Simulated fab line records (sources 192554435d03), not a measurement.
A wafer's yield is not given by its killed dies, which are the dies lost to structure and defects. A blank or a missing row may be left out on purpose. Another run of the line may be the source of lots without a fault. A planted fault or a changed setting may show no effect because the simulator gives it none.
A lot that was struck, set against a sound lot    flow n5_finfet    15 steps out of a route of 1938
Sound: these wafers, L816.1, L816.2, L816.6. The struck wafers were L819.1, L819.2, L819.5. The cause is given at the end.
At each step with rows: each side's tool, then ch and its chambers, then its first start. Under that, the readings that differ: sound wafers    struck wafers    difference of the means    sigmas: that difference in standard deviations of wafers without a fault.
alike: words and numbers the same on both sides, and readings whose means are apart by under 2 such deviations; not compared: readings that were withheld, readings missing a value for some wafer, numbers with overlapping values and no deviation given by the record, and bounds like >300 which may hide the same value.
The two part at a step that has a row with sigmas, a row that says differs or no value, or rows on one side only. Numbers that have no deviation but don't overlap get no sigmas and don't part them. A reading missing from all wafers of one side parts the sides only when that side holds two or more wafers.

first, 2 steps without rows for these wafers: N5_DUMMY_GATE_PRECLEAN_00 (cleans in O3/DIW, time 60 s); N5_DUMMY_GATE_SRD_01 (time 30 s).
N5_DUMMY_GATE_ALD_02: deposits SiO2, target thk 2 nm, pulse time 1 s.
  sound on ald_sin-03 ch 1,2,3, day 5 03:05; struck on ald_sin-04 ch 0,2, day 5 21:19
  alike: chamber_pressure_Torr, heater_power_w, precursor_pulse_height_rel
then, 3 steps without rows for these wafers: N5_DUMMY_GATE_CVD_03 (deposits a-Si from SiH4, target thk 150 nm, time 8042 s); N5_DUMMY_GATE_PRECLEAN_46 (cleans in DIW, time 89.5 s); N5_DUMMY_GATE_SRD_47 (dry time 32 s).
N5_DUMMY_GATE_CMP_04: polishes a-Si.
  sound on cmp-04 ch 0,1,2, day 5 06:56; struck on cmp-02 ch 1,3, day 6 01:10
  alike: motor_current_A, slurry_flow_ml_min, time_to_endpoint_s
N5_DUMMY_GATE_THK_MEAS_05:
  sound on film_metro-01, day 5 07:11; struck on film_metro-01, day 6 01:24
  alike: thk_nm
then, 4 steps without rows for these wafers: N5_DUMMY_GATE_HM_DEP_06 (deposits SiNx from DCS/NH3, target thk 80 nm, time 5141 s); N5_DUMMY_GATE_PECVD_30 (deposits SiO2 from TEOS/O2, target thk 55 nm, time 10.8 s); N5_DUMMY_GATE_COAT_34 (time 60 s, resist thk 60 nm); N5_DUMMY_GATE_COAT_35 (time 60 s, resist thk 10 nm).
N5_DUMMY_GATE_COAT_28: time 60 s, resist thk 10 nm.
  sound on litho_track-02 ch 0, day 5 11:13; struck on litho_track-02 ch 0, day 6 05:26
reading                   sound                 struck                difference  sigmas
heater_power_total_W (W)  392.0 393.4 393.0     403.1 403.9 403.0     +10.5       +8
plate_temp_C (C)          204.91 204.85 205.14  209.17 209.14 208.95  +4.12       +26
then, 1 step without rows for these wafers: N5_DUMMY_GATE_COAT_09 (resist thk 30 nm).
N5_PASSIVATION_PROBE_49:
  rows exist in the record for the sound wafers here (prober-01, day 14 19:01), none for the struck ones

## WHERE THEY PART
First at N5_DUMMY_GATE_COAT_28; last, within this record, at N5_PASSIVATION_PROBE_49.

WHY: whatever the simulator had introduced
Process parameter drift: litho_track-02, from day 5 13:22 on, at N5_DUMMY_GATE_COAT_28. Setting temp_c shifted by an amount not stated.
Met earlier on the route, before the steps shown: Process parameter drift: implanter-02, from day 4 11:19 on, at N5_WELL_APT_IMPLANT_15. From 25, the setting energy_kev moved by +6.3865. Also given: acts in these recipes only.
